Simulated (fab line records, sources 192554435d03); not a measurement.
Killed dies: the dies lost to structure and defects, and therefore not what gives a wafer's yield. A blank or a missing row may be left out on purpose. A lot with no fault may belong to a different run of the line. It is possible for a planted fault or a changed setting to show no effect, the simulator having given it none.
Split-lot experiment | flow n5 finfet | 21 wafers read across 7 lots, on a route 1938 steps long

== THE SPLIT ==
At N5_MOL_CONTACT_COAG_ETCH_105 (etches SiARC in CF4, target depth 15.6 nm, time 26 s), the setting bias w was moved away from the recipe's 36 W on 9 of the 21 wafers read, by -8.4% to +16.5%. The other wafers ran this setting at the recipe's value.

Reading taken at the split's own step.

== THE READING ==
rf vpp V, in V, at N5_MOL_CONTACT_COAG_ETCH_105 (etches SiARC in CF4, target depth 15.6 nm, time 26 s). Typical for fault-free wafers on this fab line: 184.4 V, with standard deviation 1 V.

wafer  | tool, chamber at the split | bias w as run, W | against the recipe | rf vpp V, V | against lot-mates on the recipe
L077.1 | rie diel-03, 1             | 36               | recipe             | 184.9       | -
L077.4 | rie diel-03, 3             | 36               | recipe             | 185.2       | -
L077.5 | rie diel-03, 0             | 36               | recipe             | 184.3       | -
L081.1 | rie diel-04, 3             | 33.47            | -7.0%              | 176.0       | -7.8
L081.3 | rie diel-04, 2             | 36               | recipe             | 183.5       | -
L081.6 | rie diel-04, 1             | 36               | recipe             | 184.1       | -
L083.1 | rie diel-04, 2             | 36               | recipe             | 183.9       | -
L083.2 | rie diel-04, 1             | 38.25            | +6.2%              | 190.6       | +6.7
L083.4 | rie diel-04, 2             | 38.25            | +6.2%              | 191.5       | +7.6
L084.1 | rie diel-04, 2             | 36               | recipe             | 184.5       | -
L084.4 | rie diel-04, 3             | 38.1             | +5.8%              | 191.3       | +6.8
L084.6 | rie diel-04, 0             | 38.1             | +5.8%              | 191.0       | +6.5
L089.3 | rie diel-02, 1             | 36               | recipe             | 183.7       | -
L089.4 | rie diel-02, 0             | 36               | recipe             | 182.3       | -
L089.5 | rie diel-02, 3             | 41.94            | +16.5%             | 202.3       | +19.3
L093.1 | rie diel-02, 2             | 36               | recipe             | 183.8       | -
L093.5 | rie diel-02, 2             | 39.56            | +9.9%              | 195.5       | +11.7
L093.6 | rie diel-02, 3             | 36               | recipe             | 183.8       | -
L095.4 | rie diel-04, 2             | 32.99            | -8.4%              | 174.5       | -9.0
L095.5 | rie diel-04, 2             | 36               | recipe             | 183.5       | -
L095.6 | rie diel-04, 3             | 32.99            | -8.4%              | 172.5       | -11.0

FIT RESULTS
A straight line over all 21 wafers: rf vpp V changes by +1.17 V for each +1% of bias w; r = +0.99; the points scatter about the line by 0.75 V.
The same after taking each lot's own level away (the mean of its wafers on the recipe; 21 wafers): +1.17 V for each +1%; r = +1.00; scatter 0.48 V.
According to that fit, moving bias w by its largest amount changes the reading by 19 V.
From 183.00 to 184.80 V: that is the span of the lots' own levels, equal to 1.8 times the standard deviation above.
The two slopes are in agreement: the lot-to-lot level therefore moves the slope only a little.
Check: with one of the wafers moved furthest among these (+16.5%) left out of the fit, the line predicts +19.2 V for it against its lot-mates. It came out at +19.3 V against them.
Tool readings at the split's step, against how far the setting was moved: rf vpp V r = +0.99.

== FURTHER SPLITS ON THESE WAFERS ==
Before the reading, these wafers also passed through other splits. Each is held against what the fit with the lots' levels taken away leaves over:
other split on the same wafers | wafers away from the commonest value | r with rf vpp V (lot level and that fit taken away)
N5_SDB_COAT_05 spin rpm        | 6                                    | -0.43
N5_HKMG_FIN_ETCH_32 bias w     | 7                                    | -0.19
N5_HKMG_FIN_COAT_85 spin rpm   | 2                                    | +0.08
N5_GATE_CUT_CUT_ETCH_54 icp w  | 5                                    | -0.23

== THE FILE'S OWN FIT ==
rf vpp V changes by +1.17 V for each +1% of bias w, r = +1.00.
